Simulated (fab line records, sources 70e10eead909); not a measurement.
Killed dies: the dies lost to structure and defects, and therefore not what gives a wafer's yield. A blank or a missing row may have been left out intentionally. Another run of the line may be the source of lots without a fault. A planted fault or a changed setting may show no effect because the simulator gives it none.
fab line records -- flow nand_harc -- part 1 of 2: steps 1 to 29 of 42
[record] lots = 5, wafers = 15, last_day = 31
route steps=1302 shown P_BONDPAD@385 A_START@389 A_ZERO_WELL@390 A_SOURCE_PLATE@413 A_ONON_D1@424
lots untouched by any fault: they come from a run of this same line in which no faults occurred
start_h: the number of hours between the record's first day and the start of the first shown wafer of the lot -- wait_h: how many hours have passed since the lot's step before this one -- " unchanged from the row above -- L1.1+2: several wafers, shown together as one row -- - no value present, or no start provided -- * or withheld: withheld -- < > ~ a bound
route shown NAME@n: names a module that has steps shown in the file, with the first one's number in the route -- usual: mean/standard deviation taken from wafers without a fault -- same: alike in all rows -- chamber/n: place in a boat -- sites: each site's reading -- _std_site: standard deviation of those values -- _edge_site: mean of outer sites minus mean of inner sites -- radius_mm: for every site, how far away it sits from the centre of the wafer -- mask NAME#n: copy n -- behind: the most recent tool/chamber to have shaped the wafer -- hold: why the lot was held/for how many hours/how that ended -- device: the n, p or np transistor that did not switch -- end of line: the tests these same wafers got at the end of their route -- for a step that has no rows: nothing shown but its recipe -- killed: not the wafer's yield, but the dies lost to structure and defects at the first sort -- map: a wafer's dies, x killed, . not, _ none there
set.NAME: setting as actually run; set.NAME@STEP: the setting as run at that earlier step -- model.NAME: the simulator's own value behind a step, which no gauge read
lots at some steps of the route; a table a step, a row a wafer
services: the hour from which a tool's chamber was out of use, counted from the record's first day as start_h (under 0 if before that day), plus the number of hours and why
[[steps]]
[step NHARC_P_BONDPAD_INSPECT_23]
[usual] raw_defect_count = 314/120
lot.wafer,tool,chamber,start_h,wait_h,raw_defect_count
L074.1,defect_inspect-02,-,150.93,0.0,314
L074.2,defect_inspect-02,-,150.93,0.0,268
L074.6,defect_inspect-02,-,150.93,0.0,150
L076.2,defect_inspect-02,-,167.44,0.0,227
L076.5,defect_inspect-02,-,167.44,0.0,272
L076.6,defect_inspect-02,-,167.44,0.0,163
L084.2,defect_inspect-02,-,239.92,0.0,201
L084.5,defect_inspect-02,-,239.92,0.0,438
L084.6,defect_inspect-02,-,239.92,0.0,224
L089.3,defect_inspect-02,-,282.44,0.0,256
L089.4,defect_inspect-02,-,282.44,0.0,222
L089.5,defect_inspect-02,-,282.44,0.0,189
L093.2,defect_inspect-01,-,324.40,0.0,313
L093.3,defect_inspect-01,-,324.40,0.0,210
L093.4,defect_inspect-01,-,324.40,0.0,380
[step NHARC_P_BONDPAD_ACTIVATE_29]
[recipe] time_s = 60, n2_flow_sccm = 200, ar_flow_sccm = 0, bias_power_w = 0, chemistry = N2
[usual] drypump_motor_current_A = 5.9/0.44, oes_product_au = 1.001/0.012, rf_vpp_V = 63.9/0.9, showerhead_plenum_p_Torr = 1.75/0.077
lot.wafer,tool,chamber,start_h,wait_h,drypump_motor_current_A,oes_product_au,rf_hours_counter_h,rf_vpp_V,showerhead_plenum_p_Torr
L074.1,rie_diel-11,3,151.01,0.1,6.4,1.020,2,63.6,1.69
L074.2,rie_diel-11,1,151.01,0.1,6.6,0.992,2,64.1,1.80
L074.6,rie_diel-11,2,151.01,0.1,5.6,1.012,-,64.5,1.74
L076.2,rie_diel-01,0,167.51,0.1,6.5,0.990,10,65.0,1.76
L076.5,rie_diel-01,3,167.51,0.1,5.3,0.995,-,65.2,1.90
L076.6,rie_diel-01,0,167.51,0.1,6.5,0.985,-,64.7,1.76
L084.2,rie_diel-11,0,240.00,0.1,5.7,1.011,4,63.8,1.75
L084.5,rie_diel-11,2,240.00,0.1,5.6,1.017,-,63.6,1.74
L084.6,rie_diel-11,3,240.00,0.1,6.4,1.015,-,64.6,1.69
L089.3,rie_diel-11,0,282.50,0.1,5.7,0.999,1,62.5,1.75
L089.4,rie_diel-11,3,282.50,0.1,6.4,1.015,1,63.1,1.69
L089.5,rie_diel-11,0,282.50,0.1,5.7,1.004,-,65.0,1.75
L093.4,rie_diel-13,1,324.46,0.1,5.9,0.981,10,62.5,1.77
L093.2,rie_diel-13,2,324.46,0.1,6.1,1.023,10,64.5,1.80
L093.3,rie_diel-13,3,324.46,0.1,6.3,0.982,10,64.8,1.72
[step NHARC_P_BONDPAD_PRECLEAN_30]
[recipe] time_s = 300, temp_c = 23, chemistry = DIW
lot.wafer,tool,chamber,start_h,wait_h
L074.2+6+1,wet_bench-10,"7,3,4",151.15,0.1
L076.5+2+6,wet_bench-10,"3,4,6",167.65,0.1
L084.2+6+5,wet_bench-10,"3,7,0",240.13,0.1
L089.3+4+5,wet_bench-10,"2,3,5",282.66,0.1
L093.4+3+2,wet_bench-08,"5,6,7",324.64,0.2
[step NHARC_P_BONDPAD_SRD_31]
[recipe] time_s = 30, temp_c = 23, dry_time_s = 20, spin_rpm = 1500
lot.wafer,tool,chamber,start_h,wait_h
L074.2+6+1,wet_bench-10,"7,3,4",-,-
L076.5+2+6,wet_bench-10,"3,4,6",-,-
L084.2+6+5,wet_bench-10,"3,7,0",-,-
L089.3+4+5,wet_bench-10,"2,3,5",-,-
L093.4+3+2,wet_bench-08,"5,6,7",-,-
[step NHARC_A_START_INSPECT_01]
[usual] raw_defect_count = 3.6/1.9
lot.wafer,tool,chamber,start_h,wait_h,raw_defect_count
L074.1,defect_inspect-01,-,151.40,-,7
L074.2,defect_inspect-01,-,151.40,-,1
L074.6,defect_inspect-01,-,151.40,-,3
L076.2,defect_inspect-01,-,167.90,-,7
L076.5,defect_inspect-01,-,167.90,-,6
L076.6,defect_inspect-01,-,167.90,-,2
L084.2,defect_inspect-01,-,240.38,-,4
L084.5,defect_inspect-01,-,240.38,-,4
L084.6,defect_inspect-01,-,240.38,-,0
L089.3,defect_inspect-01,-,282.91,-,6
L089.4,defect_inspect-01,-,282.91,-,6
L089.5,defect_inspect-01,-,282.91,-,2
L093.2,defect_inspect-02,-,324.86,-,2
L093.3,defect_inspect-02,-,324.86,-,3
L093.4,defect_inspect-02,-,324.86,-,2
[step NHARC_A_ZERO_WELL_PRECLEAN_00]
[recipe] time_s = 600, temp_c = 120, chemistry = SPM
lot.wafer,tool,chamber,start_h,wait_h
L074.6+2+1,wet_bench-04,"4,0,1",151.49,0.1
L076.5+2+6,wet_bench-03,"7,0,1",168.00,0.1
L084.2+6+5,wet_bench-09,"0,4,5",240.47,0.1
L089.5+4+3,wet_bench-09,"7,3,4",282.99,0.1
L093.2+4+3,wet_bench-03,"5,0,1",324.95,0.1
[step NHARC_A_ZERO_WELL_SRD_01]
lot.wafer,tool,chamber,start_h,wait_h
L074.6+2+1,wet_bench-04,"4,0,1",-,-
L076.5+2+6,wet_bench-03,"7,0,1",-,-
L084.2+6+5,wet_bench-09,"0,4,5",-,-
L089.5+4+3,wet_bench-09,"7,3,4",-,-
L093.2+4+3,wet_bench-03,"5,0,1",-,-
[step NHARC_A_ZERO_WELL_DEHYDRATE_02]
[recipe] temp_c = 150, time_s = 120
[usual] plate_temp_C = 150.04/0.16
lot.wafer,tool,chamber,start_h,wait_h,plate_temp_C
L074.1,litho_track-03,0,151.80,-,150.28
L074.2,litho_track-03,0,151.80,-,150.09
L074.6,litho_track-03,0,151.80,-,150.25
L076.2,litho_track-05,0,168.30,-,149.92
L076.5,litho_track-05,0,168.30,-,150.02
L076.6,litho_track-05,0,168.30,-,149.99
L084.2,litho_track-07,0,240.78,-,150.14
L084.5,litho_track-07,0,240.78,-,150.04
L084.6,litho_track-07,0,240.78,-,150.13
L089.3,litho_track-05,0,283.31,-,149.81
L089.4,litho_track-05,0,283.31,-,149.81
L089.5,litho_track-05,0,283.31,-,149.94
L093.2,litho_track-05,0,325.26,-,149.84
L093.3,litho_track-05,0,325.26,-,149.99
L093.4,litho_track-05,0,325.26,-,150.10
[step NHARC_A_ZERO_WELL_HMDS_03]
[recipe] time_s = 30
lot.wafer,tool,chamber,start_h,wait_h
L074.1+2+6,litho_track-03,0,-,-
L076.2+5+6,litho_track-05,0,-,-
L084.2+5+6,litho_track-07,0,-,-
L089.3+4+5,litho_track-05,0,-,-
L093.2+3+4,litho_track-05,0,-,-
[step NHARC_A_ZERO_WELL_COAT_18]
[recipe] temp_c = 200, time_s = 65
[usual] plate_temp_C = 199.98/0.16
lot.wafer,tool,chamber,start_h,wait_h,plate_temp_C
L074.1,litho_track-03,0,-,-,200.09
L074.2,litho_track-03,0,-,-,200.05
L074.6,litho_track-03,0,-,-,200.11
L076.2,litho_track-05,0,-,-,200.01
L076.5,litho_track-05,0,-,-,199.92
L076.6,litho_track-05,0,-,-,200.31
L084.2,litho_track-07,0,-,-,200.11
L084.5,litho_track-07,0,-,-,200.03
L084.6,litho_track-07,0,-,-,200.05
L089.3,litho_track-05,0,-,-,200.10
L089.4,litho_track-05,0,-,-,200.17
L089.5,litho_track-05,0,-,-,200.23
L093.2,litho_track-05,0,-,-,200.32
L093.3,litho_track-05,0,-,-,200.20
L093.4,litho_track-05,0,-,-,199.85
[step NHARC_A_ZERO_WELL_COAT_04]
[recipe] spin_rpm = 2000, resist_thk_nm = 600
lot.wafer,tool,chamber,start_h,wait_h
L074.1+2+6,litho_track-03,0,-,-
L076.2+5+6,litho_track-05,0,-,-
L084.2+5+6,litho_track-07,0,-,-
L089.3+4+5,litho_track-05,0,-,-
L093.2+3+4,litho_track-05,0,-,-
[step NHARC_A_ZERO_WELL_SOFTBAKE_05]
[recipe] temp_c = 125, time_s = 70
[usual] plate_temp_C = 125.01/0.13
lot.wafer,tool,chamber,start_h,wait_h,plate_temp_C
L074.1,litho_track-03,0,-,-,124.84
L074.2,litho_track-03,0,-,-,124.84
L074.6,litho_track-03,0,-,-,124.96
L076.2,litho_track-05,0,-,-,124.90
L076.5,litho_track-05,0,-,-,124.99
L076.6,litho_track-05,0,-,-,125.01
L084.2,litho_track-07,0,-,-,124.94
L084.5,litho_track-07,0,-,-,125.00
L084.6,litho_track-07,0,-,-,124.86
L089.3,litho_track-05,0,-,-,125.19
L089.4,litho_track-05,0,-,-,125.05
L089.5,litho_track-05,0,-,-,125.08
L093.2,litho_track-05,0,-,-,125.21
L093.3,litho_track-05,0,-,-,125.03
L093.4,litho_track-05,0,-,-,125.27
[step NHARC_A_ZERO_WELL_EBR_06]
lot.wafer,tool,chamber,start_h,wait_h
L074.1+2+6,litho_track-03,0,-,-
L076.2+5+6,litho_track-05,0,-,-
L084.2+5+6,litho_track-07,0,-,-
L089.3+4+5,litho_track-05,0,-,-
L093.2+3+4,litho_track-05,0,-,-
[step NHARC_A_ZERO_WELL_EXPOSE_07]
[recipe] na = 0.55, dose_mj = 33.85, mask_id = A_ZERO
[usual] focus_offset_nm = -0.1/0.59
lot.wafer,tool,chamber,start_h,wait_h,mask,focus_offset_nm
L074.1,krf_scanner-03,0,152.09,-,A_ZERO#0,-0.9
L074.2,krf_scanner-03,0,152.09,-,A_ZERO#0,-0.1
L074.6,krf_scanner-03,0,152.09,-,A_ZERO#0,-0.7
L076.2,krf_scanner-03,0,168.47,-,A_ZERO#0,0.8
L076.5,krf_scanner-03,0,168.47,-,A_ZERO#0,0.4
L076.6,krf_scanner-03,0,168.47,-,A_ZERO#0,0.5
L084.2,krf_scanner-01,0,240.95,-,A_ZERO#0,0.2
L084.5,krf_scanner-01,0,240.95,-,A_ZERO#0,-1.0
L084.6,krf_scanner-01,0,240.95,-,A_ZERO#0,0.0
L089.3,krf_scanner-03,0,283.61,-,A_ZERO#0,0.4
L089.4,krf_scanner-03,0,283.61,-,A_ZERO#0,0.6
L089.5,krf_scanner-03,0,283.61,-,A_ZERO#0,0.8
L093.2,krf_scanner-02,0,325.56,-,A_ZERO#0,-0.1
L093.3,krf_scanner-02,0,325.56,-,A_ZERO#0,-0.4
L093.4,krf_scanner-02,0,325.56,-,A_ZERO#0,0.6
[step NHARC_A_ZERO_WELL_PEB_08]
[recipe] peb_temp_c = 128, peb_time_s = 80
[usual] plate_temp_C = 127.99/0.15
lot.wafer,tool,chamber,start_h,wait_h,plate_temp_C
L074.1,litho_track-03,0,152.16,0.1,127.72
L074.2,litho_track-03,0,152.16,0.1,127.95
L074.6,litho_track-03,0,152.16,0.1,128.07
L076.2,litho_track-07,0,168.53,0.1,127.84
L076.5,litho_track-07,0,168.53,0.1,128.07
L076.6,litho_track-07,0,168.53,0.1,128.04
L084.2,litho_track-05,0,241.01,0.1,128.07
L084.5,litho_track-05,0,241.01,0.1,128.08
L084.6,litho_track-05,0,241.01,0.1,127.92
L089.3,litho_track-05,0,283.66,0.1,127.97
L089.4,litho_track-05,0,283.66,0.1,128.14
L089.5,litho_track-05,0,283.66,0.1,128.37
L093.2,litho_track-05,0,325.62,0.1,127.83
L093.3,litho_track-05,0,325.62,0.1,127.88
L093.4,litho_track-05,0,325.62,0.1,128.20
[step NHARC_A_ZERO_WELL_DEVELOP_09]
[recipe] time_s = 50, dev_temp_c = 22
lot.wafer,tool,chamber,start_h,wait_h
L074.1+2+6,litho_track-03,0,-,-
L076.2+5+6,litho_track-07,0,-,-
L084.2+5+6,litho_track-05,0,-,-
L089.3+4+5,litho_track-05,0,-,-
L093.2+3+4,litho_track-05,0,-,-
[step NHARC_A_ZERO_WELL_CD_MEAS_10]
[recipe] target_cd_nm = 2000, landing_energy_ev = 500
[usual] cd_nm = 2000.2/2.6
lot.wafer,tool,chamber,start_h,wait_h,cd_nm
L074.1,cd_sem-03,0,152.24,-,1998.8
L074.2,cd_sem-03,0,152.24,-,1999.9
L074.6,cd_sem-03,0,152.24,-,2004.0
L076.2,cd_sem-03,0,168.62,-,1997.9
L076.5,cd_sem-03,0,168.62,-,2002.0
L076.6,cd_sem-03,0,168.62,-,2001.3
L084.2,cd_sem-01,0,241.10,-,2000.4
L084.5,cd_sem-01,0,241.10,-,1993.5
L084.6,cd_sem-01,0,241.10,-,1998.9
L089.3,cd_sem-02,0,283.75,-,1999.4
L089.4,cd_sem-02,0,283.75,-,2002.8
L089.5,cd_sem-02,0,283.75,-,1998.1
L093.2,cd_sem-03,0,325.70,-,2000.3
L093.3,cd_sem-03,0,325.70,-,1993.9
L093.4,cd_sem-03,0,325.70,-,2001.1
[step NHARC_A_ZERO_WELL_HARDBAKE_11]
[recipe] temp_c = 118, time_s = 65
[usual] plate_temp_C = 118.05/0.14
lot.wafer,tool,chamber,start_h,wait_h,plate_temp_C
L074.1,litho_track-07,0,152.32,-,117.92
L074.2,litho_track-07,0,152.32,-,117.85
L074.6,litho_track-07,0,152.32,-,117.94
L076.2,litho_track-03,0,168.70,-,118.13
L076.5,litho_track-03,0,168.70,-,118.01
L076.6,litho_track-03,0,168.70,-,118.05
L084.2,litho_track-07,0,241.18,-,118.22
L084.5,litho_track-07,0,241.18,-,117.97
L084.6,litho_track-07,0,241.18,-,118.14
L089.3,litho_track-05,0,283.83,-,118.10
L089.4,litho_track-05,0,283.83,-,117.92
L089.5,litho_track-05,0,283.83,-,117.99
L093.2,litho_track-03,0,325.78,-,118.15
L093.3,litho_track-03,0,325.78,-,118.12
L093.4,litho_track-03,0,325.78,-,118.16
[step NHARC_A_ZERO_WELL_DESCUM_12]
[recipe] time_s = 3, o2_flow_sccm = 200, ar_flow_sccm = 0, bias_power_w = 0, chemistry = O2
[usual] drypump_motor_current_A = 5.7/0.4, oes_product_au = 1.000/0.012, rf_vpp_V = 57.6/0.93, showerhead_plenum_p_Torr = 1.87/0.083, throttle_valve_pct = 11.311/0.0086
lot.wafer,tool,chamber,start_h,wait_h,drypump_motor_current_A,oes_product_au,rf_hours_counter_h,rf_vpp_V,showerhead_plenum_p_Torr,throttle_valve_pct
L074.1,rie_diel-08,0,152.42,-,6.3,1.006,3,57.8,1.79,11.305
L074.2,rie_diel-08,1,152.42,-,5.2,0.990,3,56.7,1.79,11.314
L074.6,rie_diel-08,3,152.42,-,5.8,0.990,-,58.3,2.01,11.309
L076.2,rie_diel-08,0,168.77,-,6.3,1.012,3,57.0,1.79,11.331
L076.6,rie_diel-08,0,168.77,-,6.3,1.011,-,57.5,1.79,11.316
L076.5,rie_diel-08,1,168.77,-,5.1,1.000,-,56.3,1.79,11.318
L084.2,rie_diel-08,3,241.26,-,5.8,0.980,1,58.7,2.01,11.305
L084.6,rie_diel-08,3,241.26,-,5.8,0.980,-,58.1,2.01,11.295
L084.5,rie_diel-08,0,241.26,-,6.3,0.988,-,57.0,1.79,11.314
L089.4,rie_diel-08,2,283.90,-,5.6,0.996,2,56.7,1.87,11.325
L089.3,rie_diel-08,3,283.90,-,5.8,0.999,2,58.1,2.01,11.313
L089.5,rie_diel-08,2,283.90,-,5.7,0.991,-,58.3,1.87,11.306
L093.3,rie_diel-08,0,325.87,-,6.3,0.983,3,56.7,1.78,11.317
L093.2,rie_diel-08,1,325.87,-,5.2,1.021,3,56.9,1.79,11.304
L093.4,rie_diel-08,2,325.87,-,5.7,0.999,3,56.4,1.87,11.322
[step NHARC_A_ZERO_WELL_ETCH_19]
[recipe] target_depth_a = 800, overetch_a = 240, time_s = 87.88, ion_energy_ev = 200, n2_flow_sccm = 150, h2_flow_sccm = 150, ar_flow_sccm = 0, rf_w = 400, bias_w = 150, chemistry = N2/H2
[usual] drypump_motor_current_A = 5.7/0.42, oes_product_au = 1.001/0.012, rf_vpp_V = 429.3/2.6, showerhead_plenum_p_Torr = 1.99/0.092, throttle_valve_pct = 14.173/0.0092
lot.wafer,tool,chamber,start_h,wait_h,drypump_motor_current_A,oes_product_au,rf_hours_counter_h,rf_vpp_V,showerhead_plenum_p_Torr,throttle_valve_pct
L074.1,rie_diel-08,3,152.49,0.1,5.8,0.995,3,435.7,2.15,14.166
L074.2,rie_diel-08,0,152.49,0.1,6.3,1.010,3,425.7,1.90,14.169
L074.6,rie_diel-08,0,152.49,0.1,6.3,1.016,-,425.8,1.90,14.176
L076.2,rie_diel-08,1,168.87,0.1,5.2,1.013,3,426.8,1.91,14.145
L076.6,rie_diel-08,3,168.87,0.1,5.8,0.995,-,432.9,2.15,14.177
L076.5,rie_diel-08,0,168.87,0.1,6.3,1.021,-,427.0,1.90,14.178
L084.2,rie_diel-08,3,241.36,0.1,5.8,0.984,1,434.1,2.15,14.179
L084.5,rie_diel-08,0,241.36,0.1,6.3,0.987,-,428.2,1.90,14.177
L084.6,rie_diel-08,1,241.36,0.1,5.2,1.017,-,426.7,1.91,14.172
L089.3,rie_diel-08,3,283.99,0.1,5.8,0.992,2,436.4,2.15,14.165
L089.4,rie_diel-08,0,283.99,0.1,6.3,0.995,2,427.4,1.90,14.175
L089.5,rie_diel-08,2,283.99,0.1,5.7,1.001,-,428.5,1.99,14.173
L093.4,rie_diel-08,0,325.94,0.1,6.3,0.984,3,427.8,1.90,14.170
L093.2,rie_diel-08,1,325.94,0.1,5.2,1.031,3,428.0,1.91,14.177
L093.3,rie_diel-08,3,325.94,0.1,5.8,0.981,3,433.0,2.15,14.176
[step NHARC_A_ZERO_WELL_ETCH_13]
[recipe] target_depth_a = 1200, time_s = 40.1, hbr_flow_sccm = 150, cl2_flow_sccm = 50, rf_w = 400, icp_w = 400, bias_w = 100, chemistry = HBr/Cl2
[usual] drypump_motor_current_A = 5.7/0.54, mfc_cl2_sccm = 49.98/0.15, oes_product_au = 1.004/0.012, throttle_valve_pct = 26.406/0.0092
lot.wafer,tool,chamber,start_h,wait_h,drypump_motor_current_A,mfc_cl2_sccm,oes_product_au,rf_hours_counter_h,throttle_valve_pct
L074.1,rie_si-06,2,152.60,-,6.2,50.03,1.013,0.4,26.419
L074.2,rie_si-06,0,152.60,-,5.3,49.72,1.016,0.5,26.411
L074.6,rie_si-06,2,152.60,-,6.2,49.74,1.020,-,26.407
L076.2,rie_si-05,0,168.99,-,6.3,49.90,1.023,0.1,26.412
L076.6,rie_si-05,3,168.99,-,6.1,49.99,1.020,-,26.400
L076.5,rie_si-05,0,168.99,-,6.3,49.72,1.013,-,26.411
L084.2,rie_si-06,0,241.46,-,5.3,49.90,1.000,1.0,26.386
L084.5,rie_si-06,0,241.46,-,5.3,50.12,1.002,-,26.393
L084.6,rie_si-06,1,241.46,-,4.8,50.44,1.004,-,26.397
L089.3,rie_si-06,1,284.12,-,4.8,50.06,0.995,0.2,26.413
L089.4,rie_si-06,2,284.12,-,6.1,49.87,0.983,0.2,26.408
L089.5,rie_si-06,1,284.12,-,4.7,49.71,0.999,-,26.398
L093.3,rie_si-06,2,326.06,-,6.2,49.90,0.991,0.5,26.403
L093.2,rie_si-06,3,326.06,-,5.5,50.09,0.975,0.4,26.391
L093.4,rie_si-06,1,326.06,-,4.7,50.04,1.007,0.5,26.395
[step NHARC_A_ZERO_WELL_STRIP_14]
[recipe] time_s = 900, temp_c = 130, chemistry = SPM
lot.wafer,tool,chamber,start_h,wait_h
L074.6+2+1,wet_bench-09,"0,1,3",152.77,-
L076.6+5+2,wet_bench-04,"7,2,3",169.13,-
L084.5+6+2,wet_bench-04,"2,3,4",241.62,-
L089.5+3+4,wet_bench-04,"4,5,0",284.26,-
L093.3+2+4,wet_bench-03,"7,0,2",326.21,-
[step NHARC_A_ZERO_WELL_IMPLANT_15]
[recipe] energy_kev = 150, dose_cm2 = 1e+13, tilt_deg = 7
lot.wafer,tool,chamber,start_h,wait_h
L074.1+2+6,implanter-01,0,153.55,0.5
L076.2+5+6,implanter-02,0,169.56,0.1
L084.2+5+6,implanter-02,0,242.05,0.1
L089.3+4+5,implanter-02,0,284.72,0.1
L093.2+3+4,implanter-02,0,326.65,0.1
[step NHARC_A_ZERO_WELL_PRECLEAN_22]
[recipe] time_s = 60, temp_c = 50, bath_age_min = 0, chemistry = SC1
lot.wafer,tool,chamber,start_h,wait_h
L074.6+1+2,wet_bench-04,"0,1,2",153.77,0.0
L076.5+6+2,wet_bench-03,"6,7,2",169.74,0.1
L084.2+5+6,wet_bench-04,"6,0,1",242.23,0.2
L089.3+5+4,wet_bench-03,"3,5,6",284.88,0.1
L093.3+4+2,wet_bench-04,"3,4,7",326.83,0.1
[step NHARC_A_ZERO_WELL_SRD_23]
lot.wafer,tool,chamber,start_h,wait_h
L074.6+1+2,wet_bench-04,"0,1,2",-,-
L076.5+6+2,wet_bench-03,"6,7,2",-,-
L084.2+5+6,wet_bench-04,"6,0,1",-,-
L089.3+5+4,wet_bench-03,"3,5,6",-,-
L093.3+4+2,wet_bench-04,"3,4,7",-,-
[step NHARC_A_ZERO_WELL_RTA_16]
[recipe] temp_c = 1000, time_s = 10
[usual] anneal_temp_c_max = 1003.9/0.88, lamp_power_pct = 30/3.3, lamp_zone_3_pct = 30/3.3, wafer_temp_C_max = 1005.0/2
lot.wafer,tool,chamber,start_h,wait_h,anneal_temp_c_max,lamp_power_pct,lamp_zone_3_pct,wafer_temp_C_max
L074.1,rtp_anneal-01,0,153.90,-,1004.2,27,27,1007.6
L074.2,rtp_anneal-01,0,153.90,-,1003.5,27,27,1008.5
L074.6,rtp_anneal-01,0,153.90,-,1003.1,27,27,1005.7
L076.2,rtp_anneal-01,0,169.90,-,1004.7,27,27,1005.6
L076.5,rtp_anneal-01,0,169.90,-,1003.3,27,27,1004.8
L076.6,rtp_anneal-01,0,169.90,-,1003.9,27,27,1006.3
L084.2,rtp_anneal-01,0,242.39,-,1002.7,27,27,1006.1
L084.5,rtp_anneal-01,0,242.39,-,1003.6,27,27,1006.4
L084.6,rtp_anneal-01,0,242.39,-,1003.6,27,27,1007.6
L089.3,rtp_anneal-02,0,285.07,-,1004.2,34,34,1002.9
L089.4,rtp_anneal-02,0,285.07,-,1004.6,34,34,1002.9
L089.5,rtp_anneal-02,0,285.07,-,1003.6,34,34,1002.4
L093.2,rtp_anneal-01,0,326.99,-,1004.4,27,27,1007.7
L093.3,rtp_anneal-01,0,326.99,-,1003.6,27,27,1006.4
L093.4,rtp_anneal-01,0,326.99,-,1003.5,27,27,1005.4
[step NHARC_A_ZERO_WELL_INSPECT_17]
[usual] raw_defect_count = 10/6.4
lot.wafer,tool,chamber,start_h,wait_h,raw_defect_count
L074.1,defect_inspect-01,-,154.10,0.2,8
L074.2,defect_inspect-01,-,154.10,0.2,11
L074.6,defect_inspect-01,-,154.10,0.2,14
L076.2,defect_inspect-02,-,170.07,0.1,29
L076.5,defect_inspect-02,-,170.07,0.1,18
L076.6,defect_inspect-02,-,170.07,0.1,15
L084.2,defect_inspect-02,-,242.56,0.1,13
L084.5,defect_inspect-02,-,242.56,0.1,9
L084.6,defect_inspect-02,-,242.56,0.1,12
L089.3,defect_inspect-01,-,285.21,0.1,25
L089.4,defect_inspect-01,-,285.21,0.1,29
L089.5,defect_inspect-01,-,285.21,0.1,12
L093.2,defect_inspect-01,-,327.16,0.1,16
L093.3,defect_inspect-01,-,327.16,0.1,6
L093.4,defect_inspect-01,-,327.16,0.1,7
[step NHARC_A_SOURCE_PLATE_PRECLEAN_00]
[recipe] time_s = 60, chemistry = HF-LAST
lot.wafer,tool,chamber,start_h,wait_h
L074.2+1+6,wet_bench-05,"0,1,2",154.16,0.1
L076.6+2+5,wet_bench-02,"4,6,0",170.12,0.0
L084.2+6+5,wet_bench-02,"5,0,1",242.61,0.0
L089.4+5+3,wet_bench-02,"3,6,7",285.27,0.1
L093.3+4+2,wet_bench-01,"5,0,1",327.21,0.0
[step NHARC_A_SOURCE_PLATE_SRD_01]
lot.wafer,tool,chamber,start_h,wait_h
L074.2+1+6,wet_bench-05,"0,1,2",-,-
L076.6+2+5,wet_bench-02,"4,6,0",-,-
L084.2+6+5,wet_bench-02,"5,0,1",-,-
L089.4+5+3,wet_bench-02,"3,6,7",-,-
L093.3+4+2,wet_bench-01,"5,0,1",-,-
